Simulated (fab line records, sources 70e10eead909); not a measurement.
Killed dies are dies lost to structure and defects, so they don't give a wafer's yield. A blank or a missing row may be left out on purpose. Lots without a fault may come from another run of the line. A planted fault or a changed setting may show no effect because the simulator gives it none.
Chamber matching | flow nand_harc | NHARC_A_BONDPAD_DESCUM_11 on rie_diel-07: 4 sister chambers
The step chemistry O2, time 3 s. 42 wafers are shown with their chamber, then 12 later ones without.

WAFERS WITH THEIR CHAMBER
wafer  | chamber | showerhead_plenum_p_Torr (Torr) | drypump_motor_current_A (A) | oes_product_au (a.u.)
L074.2 | 0       | 1.96                            | 6.0                         | 0.997
L074.3 | 2       | 2.01                            | 5.4                         | 0.992
L074.4 | 3       | 2.00                            | 6.3                         | 1.004
L075.2 | 3       | 2.00                            | 6.3                         | 0.996
L075.5 | 2       | 2.01                            | 5.4                         | 0.990
L075.6 | 1       | 1.83                            | 4.9                         | 0.990
L076.2 | 0       | 1.96                            | 6.0                         | 0.992
L076.3 | 3       | 2.00                            | 6.4                         | 0.997
L076.5 | 2       | 2.01                            | 5.4                         | 0.990
L079.1 | 3       | 2.00                            | 6.3                         | 1.002
L079.3 | 2       | 2.01                            | 5.4                         | 1.007
L079.5 | 2       | 2.01                            | 5.4                         | 0.991
L081.1 | 3       | 2.00                            | 6.3                         | 1.016
L081.3 | 0       | 1.96                            | 6.0                         | 0.997
L081.5 | 1       | 1.83                            | 4.9                         | 1.002
L082.1 | 1       | 1.83                            | 4.9                         | 0.981
L082.4 | 0       | 1.96                            | 6.0                         | 0.989
L082.5 | 2       | 2.01                            | 5.4                         | 0.991
L080.2 | 1       | 1.83                            | 4.9                         | 0.989
L080.3 | 0       | 1.96                            | 6.0                         | 0.985
L080.6 | 1       | 1.83                            | 4.9                         | 0.993
L084.1 | 1       | 1.83                            | 4.9                         | 0.994
L084.2 | 2       | 2.01                            | 5.4                         | 0.999
L084.3 | 3       | 2.00                            | 6.3                         | 1.002
L086.1 | 2       | 2.00                            | 5.4                         | 0.998
L086.2 | 0       | 1.96                            | 6.0                         | 0.991
L086.6 | 2       | 2.01                            | 5.4                         | 1.000
L085.1 | 0       | 1.96                            | 6.0                         | 1.004
L085.3 | 1       | 1.83                            | 4.9                         | 0.993
L085.6 | 2       | 2.01                            | 5.4                         | 1.005
L088.1 | 0       | 1.96                            | 6.1                         | 0.991
L088.2 | 3       | 2.00                            | 6.3                         | 1.008
L088.3 | 2       | 2.01                            | 5.4                         | 1.007
L087.1 | 3       | 2.00                            | 6.3                         | 1.003
L087.2 | 1       | 1.83                            | 4.9                         | 0.996
L087.4 | 2       | 2.00                            | 5.4                         | 0.998
L094.1 | 2       | 2.01                            | 5.4                         | 1.008
L094.2 | 0       | 1.96                            | 6.0                         | 0.996
L094.3 | 3       | 2.00                            | 6.3                         | 0.997
L090.3 | 0       | 1.96                            | 6.0                         | 1.005
L090.4 | 2       | 2.00                            | 5.4                         | 1.007
L090.6 | 1       | 1.83                            | 4.9                         | 1.005

SIGNATURES (means of the wafers above)
reading                  | chamber 0 | chamber 1 | chamber 2 | chamber 3 | scatter within a chamber
showerhead_plenum_p_Torr | 1.9600    | 1.8300    | 2.0079    | 2.0000    | 0.00249
drypump_motor_current_A  | 6.010     | 4.900     | 5.400     | 6.311     | 0.0217
oes_product_au           | 0.99470   | 0.99367   | 0.99879   | 1.00278   | 0.00676
Rule: a wafer's distance from a chamber is the root of the sum, over the readings, of the square of ((its reading less the chamber's mean) divided by the reading's scatter). The wafer belongs to the nearest chamber; if the next one is less than 2 further off, it can't be placed. The scatter: the root of (the sum of the squares of (reading less its chamber's mean) over the shown wafers, divided by (wafers less chambers)).

WAFERS WITHOUT THEIR CHAMBER
wafer  | showerhead_plenum_p_Torr (Torr) | drypump_motor_current_A (A) | oes_product_au (a.u.)
L095.1 | 1.83                            | 4.9                         | 0.994
L095.4 | 2.00                            | 5.4                         | 1.009
L095.5 | 2.00                            | 5.3                         | 1.001
L095.2 | 2.00                            | 6.3                         | 1.017
L095.3 | 1.96                            | 6.0                         | 0.998
L095.6 | 1.83                            | 4.9                         | 0.997
L093.2 | 2.00                            | 5.4                         | 0.999
L093.3 | 2.00                            | 6.3                         | 1.007
L093.6 | 2.00                            | 5.4                         | 1.006
L096.1 | 2.00                            | 5.4                         | 1.002
L096.2 | 1.83                            | 4.9                         | 0.992
L096.3 | 2.00                            | 6.3                         | 1.010

WHICH CHAMBER EACH WENT THROUGH
wafer  | from the rows above | in truth
L095.1 | 1                   | 1
L095.4 | 2                   | 2
L095.5 | 2                   | 2
L095.2 | 3                   | 3
L095.3 | 0                   | 0
L095.6 | 1                   | 1
L093.2 | 2                   | 2
L093.3 | 3                   | 3
L093.6 | 2                   | 2
L096.1 | 2                   | 2
L096.2 | 1                   | 1
L096.3 | 3                   | 3
Placed correctly: 12 of 12. Can't be placed from these rows: 0. Placed wrongly: 0.
